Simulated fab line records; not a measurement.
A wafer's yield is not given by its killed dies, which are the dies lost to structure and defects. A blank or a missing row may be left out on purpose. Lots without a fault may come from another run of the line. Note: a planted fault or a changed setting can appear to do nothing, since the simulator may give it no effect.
A single fault, viewed from 2 desks    flow n5_finfet    each desk has only its own numbers; what lay behind them comes last

METROLOGY DESK
Lot by lot, what the gauges showed, no matter which tool ran the lot: averages of those sampled wafers that carry a number. Marked OUT: a lot whose mean sits more than 4 standard deviations from the usual mean, which makes it out of limits; the brackets give that distance. Readings shown: 7 of its 11, picked as those furthest out on some lot.
Columns: A = M0_CORE_OVL at N5_BEOL_M0_SAQP_OVL_MEAS_15, usual 0.3 nm; B = DIBL_P at N5_BEOL_M4_RC_MEAS_101, usual 35.3 mV/V; C = ION_N at N5_BEOL_M4_RC_MEAS_101, usual 667 uA/um; D = ION_P at N5_BEOL_M4_RC_MEAS_101, usual 456 uA/um; E = SS_P at N5_BEOL_M4_RC_MEAS_101, usual 73.1 mV/dec; F = VT_N at N5_BEOL_M4_RC_MEAS_101, usual 251 mV; G = VT_P at N5_BEOL_M4_RC_MEAS_101, usual -252 mV
lot   first seen here  A     B     C    D    E     F    G
L892  day 6 06:13      0.0   38.1  671  457  73.4  250  -253
L897  day 7 18:56      1.7   35.5  669  464  73.3  250  -246
L899  day 8 04:42      0.3   33.9  666  455  72.6  252  -252
L903  day 9 05:06      0.6   34.7  682  465  73.5  248  -250
L904  day 9 09:04      -0.1  36.6  668  460  73.8  248  -249
L907  day 10 02:23     1.0   35.5  664  447  73.7  251  -253
L910  day 10 19:11     -0.8  36.1  669  461  73.2  253  -252
L911  day 11 05:50     -0.0  35.5  676  463  73.4  249  -250
L912  day 11 09:07     1.2   35.5  666  451  73.0  250  -256
Result from this desk: across the 9 lots, nothing is out of limits.

FOR THE TOOL OWNER'S DESK: rie_si-06
The tool's own readings at N5_BEOL_M0_SAQP_MANDREL_ETCH_20 (etches a-Si in HBr/Cl2, stops on SiNx, target depth 60 nm, bt time 10 s, time 30 s): means of the sampled wafers that have a number, for each lot that ran on this tool. Marked OUT: a lot whose mean sits more than 4 standard deviations from the usual mean, which makes it out of limits; the brackets give that distance.
Columns: A = drypump_motor_current_A at N5_BEOL_M0_SAQP_MANDREL_ETCH_20, usual 5.7 A; B = oes_product_au at N5_BEOL_M0_SAQP_MANDREL_ETCH_20, usual 0.775 a.u.; C = throttle_valve_pct at N5_BEOL_M0_SAQP_MANDREL_ETCH_20, usual 35.5 %
lot   first seen here  A    B      C
L892  day 6 06:42      6.1  0.761  35.8
L897  day 7 19:16      5.6  0.772  35.6
L899  day 8 05:29      5.8  0.773  35.9
L903  day 9 05:27      5.8  0.768  35.8
L904  day 9 09:28      5.9  0.765  35.2
Result from this desk: across the 5 lots, nothing is out of limits.

PUT TOGETHER
Metrology desk: nothing out of limits seen.
Nothing out of limits was seen by the tool owner's desk.

WHAT THE SIMULATOR HAD PUT IN
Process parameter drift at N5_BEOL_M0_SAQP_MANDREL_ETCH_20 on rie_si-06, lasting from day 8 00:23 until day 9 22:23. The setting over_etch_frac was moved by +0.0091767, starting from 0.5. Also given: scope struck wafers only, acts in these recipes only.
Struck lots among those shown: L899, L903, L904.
